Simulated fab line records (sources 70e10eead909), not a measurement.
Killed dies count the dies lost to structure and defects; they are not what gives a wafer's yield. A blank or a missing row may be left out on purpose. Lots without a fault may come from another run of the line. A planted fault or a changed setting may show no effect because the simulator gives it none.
Matching of chambers | flow nand_harc | pecvd-02 running NHARC_A_M1_PRE_CLEAN_32: 3 sister chambers
The step time 12 s. 16 wafers are shown with their chamber, then 8 later ones without.

## EACH WAFER AND ITS CHAMBER
wafer  | chamber | heater_power_w (W)
L077.1 | 0       | 574
L077.5 | 1       | 584
L077.6 | 0       | 583
L077.2 | 1       | 570
L077.3 | 2       | 673
L077.4 | 2       | 657
L086.1 | 1       | 631
L086.4 | 0       | 625
L086.5 | 2       | 559
L090.1 | 0       | 591
L090.5 | 1       | 640
L090.6 | 2       | 575
L088.1 | 1       | 605
L088.5 | 1       | 585
L088.6 | 2       | 637
L094.3 | 1       | 658

SIGNATURES, as means of the wafers listed above
reading        | chamber 0 | chamber 1 | chamber 2 | scatter within a chamber
heater_power_w | 593.25    | 610.43    | 620.20    | 37.5
Rule: for each reading, subtract the chamber's mean from the wafer's reading, divide by that reading's scatter and square the result; add these up over the readings and take the root, which gives the wafer's distance from the chamber. The wafer belongs to the nearest chamber; if the next one is less than 2 further off, it can't be placed. The scatter is the square root of a quotient: the sum, over the shown wafers, of each reading's squared deviation from its chamber's mean, divided by wafers minus chambers.

## WAFERS WITH NO CHAMBER GIVEN
wafer  | heater_power_w (W)
L094.5 | 586
L094.6 | 667
L096.4 | 625
L096.5 | 677
L096.6 | 610
L097.1 | 647
L097.4 | 668
L097.6 | 588

## THE CHAMBER EACH PASSED THROUGH
wafer  | from the rows above          | in truth
L094.5 | can't be placed: 0 or 1 or 2 | 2
L094.6 | can't be placed: 2 or 1 or 0 | 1
L096.4 | can't be placed: 2 or 1 or 0 | 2
L096.5 | can't be placed: 2 or 1 or 0 | 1
L096.6 | can't be placed: 1 or 2 or 0 | 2
L097.1 | can't be placed: 2 or 1 or 0 | 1
L097.4 | can't be placed: 2 or 1 or 0 | 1
L097.6 | can't be placed: 0 or 1 or 2 | 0
0 of 8 placed correctly. Not placeable from these rows: 8 (in 8, the candidates include the true chamber). 0 placed wrongly.
